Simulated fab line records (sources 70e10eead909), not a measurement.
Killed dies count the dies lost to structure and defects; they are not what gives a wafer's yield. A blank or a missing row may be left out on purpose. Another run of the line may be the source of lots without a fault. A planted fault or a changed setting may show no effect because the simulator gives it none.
Which tool is to blame? ; flow nand-harc ; Sampling: 6 lots, 18 wafers, 3 of 1302 route steps

## WHAT THE GAUGES READ, wafer by wafer
NHARC_P_GATE_CD_MEAS_33.
lot;measured;on;cd-nm (nm)
L661;day 5 19:22;cd-sem-01;120.7 122.3 124.0
L666;day 7 17:26;cd-sem-03;123.3 124.1 121.8
L674;day 11 04:15;cd-sem-01;- - -
L676;day 12 02:49;cd-sem-02;- - -
L678;day 12 19:31;cd-sem-02;121.1 118.0 123.3
L680;day 13 20:37;cd-sem-02;120.6 122.3 119.5

## TOOL THAT RAN EACH LOT (tool first, then ch and the chambers of the sampled wafers, then the start)
lot;NHARC_P_STI_CMP_21;NHARC_P_GATE_HM_DEP_102
L661;cmp-01 ch 1,2,3, day 4 10:03;acl-dep-02 ch 0, day 5 17:01
L666;cmp-04 ch 1,2,3, day 6 11:53;acl-dep-02 ch 0, day 7 15:08
L674;cmp-03 ch 0,1,3, day 9 19:35;acl-dep-01, day 11 01:59
L676;cmp-03 ch 1,2, day 10 17:02;acl-dep-02, day 12 00:43
L678;cmp-03 ch 1,2,3, day 11 12:21;acl-dep-02 ch 0, day 12 17:18
L680;cmp-03 ch 2,3, day 12 09:38;acl-dep-01 ch 0, day 13 18:16
- NHARC_P_STI_CMP_21: polishes, t overpolish 20 s, target thk 380.67 nm.
- NHARC_P_GATE_HM_DEP_102: deposits aC, target thk 120 nm.

## THE ANSWER, worked out from the rows above alone
Rule: the lots themselves supply what counts as usual. Put in order of their means at a reading, lots are off if they are a third of the lots or fewer, leave a main group of 4 or more, and stand apart from it by a gap of 3 or more times the standard deviation of the main group's means; of several such gaps the widest counts. A main group whose means are all the same, to the digits that the tables above print for the reading, isn't used. Also off: a lot with no number at a reading for which 4 or more lots have one. The other lots that the step has rows for count as sound.
Off at NHARC_P_GATE_CD_MEAS_33 (cd-nm): L674, L676. Without a number there: L674, L676. Main group: mean 121.8 nm, sd 0.98.
If a tool, at a process step before that reading, ran all the lots that are off and no sound lot after the first of them, it fits. The gauges at NHARC_P_GATE_CD_MEAS_33 are tried like those tools. Of those tried, none fits.

## WHAT HAD BEEN PUT IN BY THE SIMULATOR
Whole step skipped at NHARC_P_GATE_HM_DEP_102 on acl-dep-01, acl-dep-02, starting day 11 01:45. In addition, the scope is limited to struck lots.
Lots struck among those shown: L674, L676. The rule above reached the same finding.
